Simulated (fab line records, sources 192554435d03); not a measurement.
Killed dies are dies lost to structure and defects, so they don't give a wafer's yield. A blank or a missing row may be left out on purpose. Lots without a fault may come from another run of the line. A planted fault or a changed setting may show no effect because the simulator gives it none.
A struck lot beside a sound one | flow n5_finfet | 37 steps out of a route of 1938
Sound: wafers L144.2, L144.4, L144.5. Struck: wafers L141.4, L141.5, L141.6. The cause comes at the end.
At each step with rows: each side's tool, then ch and its chambers, then its first start. Under that, the readings that differ: sound wafers | struck wafers | difference of the means | sigmas: that difference in standard deviations of wafers without a fault.
alike: readings whose means differ by less than 2 such deviations, and words and numbers that are the same on both sides. not compared: withheld readings, readings that some wafer has no value for, bounds like >300 that may hide the same value, and numbers for which the record gives no deviation and whose values overlap.
The two part at a step that has a row with sigmas, a row that says differs or no value, or rows on one side only. Numbers that don't overlap but have no deviation are shown without sigmas and don't part them. A reading that every wafer of one side lacks parts them only if that side has two wafers or more.

first, 9 steps without rows for these wafers: N5_BEOL_M4_ANNEAL_95 (time 240 s); N5_BEOL_M4_SPUTTER_96 (material Cu, target thk 4.5 nm, time 8.29 s); N5_BEOL_M4_ECD_50 (material Cu, target thk 300 nm); N5_BEOL_M4_ANNEAL_51 (time 90 s); N5_BEOL_M4_CMP_52 (polishes, stops on SiOC, t overpolish 6.8 s, target thk 40 nm); N5_BEOL_M4_PRE_CLEAN_60 (time 15 s); N5_BEOL_M4_CO_CAP_55 (material Co, precursor CCTBA/H2, target thk 2 nm, time 102.1 s); N5_BEOL_M4_PRE_CLEAN_56 (time 15 s); N5_BEOL_M4_DEP_57 (deposits SiCN from 3MS/NH3, target thk 8 nm, time 14 s).
N5_BEOL_M4_RC_MEAS_101:
  sound on prober-02 ch 0, day 14 10:56; struck on prober-02 ch 0, day 13 16:12
  alike: DIBL_N, DIBL_P, IOFF_N, IOFF_P, ION_N, ION_P, SS_N, SS_P, VT_N, VT_P
then, 24 steps without rows for these wafers: N5_BEOL_M5_ILD_DEP_00 (deposits SiCOH lowk from DEMS/porogen, target thk 140.64 nm, time 25.9 s); N5_BEOL_M5_CURE_79 (cures SiCOH lowk, time 240 s); N5_BEOL_M5_PECVD_70 (deposits SiO2 from TEOS/O2, target thk 16 nm, time 18 s); N5_BEOL_M5_HM_DEP_02 (deposits TiN, target thk 20 nm); N5_BEOL_M5_COAT_59 (time 60 s, resist thk 60 nm); N5_BEOL_M5_COAT_60 (time 60 s, resist thk 12 nm); N5_BEOL_M5_COAT_71 (time 60 s, resist thk 5 nm); N5_BEOL_M5_COAT_05 (resist thk 30 nm); N5_BEOL_M5_EBR_07; N5_BEOL_M5_SOFTBAKE_06 (time 60 s); N5_BEOL_M5_EXPOSE_08 (exposes mask M5, target cd 28 nm); N5_BEOL_M5_PEB_09 (peb time 60 s); N5_BEOL_M5_DEVELOP_10 (develop time 30 s); N5_BEOL_M5_DESCUM_16 (chemistry O2, time 7 s); N5_BEOL_M5_ETCH_72 (etches underlayer in N2/H2, target depth 6.5 nm, time 5.2 s); N5_BEOL_M5_ETCH_61 (etches SiARC in CF4, target depth 15.6 nm, time 26 s); N5_BEOL_M5_ETCH_62 (etches SOC in N2/H2, target depth 75 nm, overetch 15 nm, time 112.5 s); N5_BEOL_M5_STRIP_63 (strips in N2/H2); N5_BEOL_M5_STRIP_73 (strips in N2/H2); N5_BEOL_M5_STRIP_64 (strips in CF4); N5_BEOL_M5_HM_OPEN_17 (chemistry Cl2/BCl3, target TiN, target depth 20 nm, overetch 6 nm); N5_BEOL_M5_STRIP_19 (strips in O2); N5_BEOL_M5_COAT_65 (time 60 s, resist thk 60 nm); N5_BEOL_M5_COAT_66 (time 60 s, resist thk 12 nm).
N5_BEOL_M7_STRIP_36: strips in N2/H2.
  sound on rie_diel-05 ch 1,2,3, day 15 09:31; struck on rie_diel-03 ch 0,2,3, day 14 20:52
  no value came back on the struck wafers for any of 8 readings (bias_power_w (W), chamber_pressure_mTorr (mTorr) and others); on the sound wafers bias_power_w (W) reads 7.004 7.003 6.981
  reading                                  | sound | struck       | difference | sigmas
  model.SOC_of_BEOL_M7_COAT_63.thk_nm (nm) | 0 0 0 | 54 54.2 53.8 | +54        |
  not compared: rf_hours_counter_h
N5_BEOL_M7_ETCH_41: etches SiCN in CH3F/O2, target depth 31.9 nm, time 57.8 s.
  sound on rie_diel-05 ch 1,2,3; struck on rie_diel-03 ch 0,2,3, day 14 20:56
  reading                                  | sound | struck       | difference | sigmas
  model.SOC_of_BEOL_M7_COAT_63.thk_nm (nm) | 0 0 0 | 36 35.8 35.6 | +36        |
  alike: drypump_motor_current_A, oes_product_au, rf_vpp_V, showerhead_plenum_p_Torr, throttle_valve_pct
  not compared: rf_hours_counter_h
-- the record jumps here: 3 days lie between the struck wafers' starts before and after (it left off in module BEOL_M7 and takes up again in module PASSIVATION, whose first step shown is number 1936 of the route) --
N5_PASSIVATION_PROBE_49:
  sound on prober-01, day 18 20:26; struck on prober-02, day 18 02:44
  reading                  | sound          | struck         | difference | sigmas
  defect_limited_yield (%) | 91.0 91.4 92.3 | 0 0 0          | -92        | -65
  killed_at_M4_up          | 19 14 8        | 1077 1086 1088 | +1070      | +99 or more
  killed_at_other          | 8 10 10        | 3 3 1          | -7         | -2
  killed_dies              | 106 101 91     | 1180 1180 1180 | +1081      | +68
  killed_on_rim            | 14 15 12       | 152 152 152    | +138       | +35
  sort_bin_5_function (%)  | 5.8 5.4 4.2    | 96.2 96.7 96.4 | +91.3      | +99 or more
  sort_n_pass              | 1074 1079 1089 | 0 0 0          | -1081      | -68
  sort_yield_pct (%)       | 91.0 91.4 92.3 | 0 0 0          | -92        | -65
  alike: killed_at_M0_to_M3, killed_at_contacts, killed_at_front_end, killed_open, killed_short, sort_bin_6_memory

WHERE THEY PART
First at N5_BEOL_M7_STRIP_36; last, within this record, at N5_PASSIVATION_PROBE_49.

WHY: what the simulator had put in
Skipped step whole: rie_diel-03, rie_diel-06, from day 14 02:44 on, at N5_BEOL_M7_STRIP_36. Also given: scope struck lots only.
